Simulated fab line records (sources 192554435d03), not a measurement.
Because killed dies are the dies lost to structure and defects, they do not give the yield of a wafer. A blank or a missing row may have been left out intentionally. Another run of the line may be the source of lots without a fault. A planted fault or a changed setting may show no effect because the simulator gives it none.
2 desks, one fault | flow n5 finfet | every desk sees just its own numbers, and what lay behind them comes last

DESK OF THE TOOL OWNER: litho track-02
The tool's own readings at N5_BEOL_M3_COAT_61 (time 60 s, resist thk 60 nm): means of the sampled wafers that have a number, for each lot that ran on this tool. A lot is out of limits, marked OUT, if its mean lies more than 4 standard deviations from the usual mean; the brackets give that distance.
Columns: A = exhaust pa at N5_BEOL_M3_COAT_61, usual 45.1 Pa; B = heater power total W at N5_BEOL_M3_COAT_61, usual 500.5 W; C = run length s at N5_BEOL_M3_COAT_61, usual 66.29 s
lot  | first seen here | A    | B     | C
L711 | day 7 11:50     | 44.2 | 502.0 | 66.43
L712 | day 7 12:07     | 45.5 | 500.1 | 66.35
L718 | day 9 03:23     | 45.0 | 500.8 | 66.30
L723 | day 10 20:59    | 45.1 | 499.9 | 73.73 (+44) OUT
This desk's verdict: out of limits on L723, starting with L723 at day 10 20:59 (run length s at N5_BEOL_M3_COAT_61). L711, L712, L718 stayed within limits.

FROM THE METROLOGY DESK
Lot by lot, what the gauges showed, no matter which tool ran the lot: averages of those sampled wafers that carry a number. A lot is out of limits, marked OUT, if its mean lies more than 4 standard deviations from the usual mean; the brackets give that distance. Readings shown: 7 of its 11, picked as those furthest out on some lot.
Columns: A = M3_OVL at N5_BEOL_M3_OVL_MEAS_12, usual -0.2 nm; B = DIBL_N at N5_BEOL_M4_RC_MEAS_101, usual 36.3 mV/V; C = IOFF_N at N5_BEOL_M4_RC_MEAS_101, usual 0.16 nA/um; D = ION_P at N5_BEOL_M4_RC_MEAS_101, usual 462 uA/um; E = SS_N at N5_BEOL_M4_RC_MEAS_101, usual 71.7 mV/dec; F = SS_P at N5_BEOL_M4_RC_MEAS_101, usual 73.3 mV/dec; G = VT_P at N5_BEOL_M4_RC_MEAS_101, usual -249 mV
lot  | first seen here | A    | B    | C    | D   | E    | F    | G
L711 | day 7 12:15     | -0.7 | 36.9 | 0.18 | 465 | 71.5 | 73.4 | -246
L712 | day 7 12:32     | -0.0 | 36.4 | 0.18 | 465 | 71.4 | 73.3 | -250
L716 | day 8 17:26     | -0.3 | 34.4 | 0.13 | 455 | 71.7 | 72.1 | -251
L718 | day 9 03:48     | -0.3 | 36.2 | 0.14 | 462 | 71.4 | 72.6 | -250
L725 | day 10 21:17    | -1.3 | 34.1 | 0.15 | 468 | 71.3 | 73.0 | -245
L723 | day 10 21:23    | -0.5 | 36.1 | 0.14 | 459 | 72.1 | 73.6 | -248
L727 | day 11 03:06    | -0.5 | 36.5 | 0.16 | 452 | 71.9 | 73.0 | -252
L729 | day 12 01:33    | -0.3 | 36.4 | 0.18 | 473 | 71.3 | 73.6 | -245
L732 | day 12 22:13    | -0.5 | 38.8 | 0.21 | 454 | 73.0 | 73.6 | -251
L731 | day 14 03:50    | -0.4 | 33.6 | 0.14 | 468 | 70.9 | 72.8 | -251
Finding of this desk: none of the 10 lots has anything out of limits.

TAKEN TOGETHER
At day 10 20:59, on L723, the tool owner's desk was in a position to raise an alarm.
Nothing out of limits was seen by the metrology desk.
The metrology desk holds a record of L723, inside its limits.
Of the lots named, all ran N5_BEOL_M3_COAT_61 on litho track-02.

WHAT THE SIMULATOR HAD PUT IN
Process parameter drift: litho track-02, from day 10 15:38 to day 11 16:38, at N5_BEOL_M3_COAT_61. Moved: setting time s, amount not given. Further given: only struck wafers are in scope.
Lots struck among those shown: L723.
Delay in hours, fault start to first out-of-limits reading, by desk: the tool owner's desk at 5.
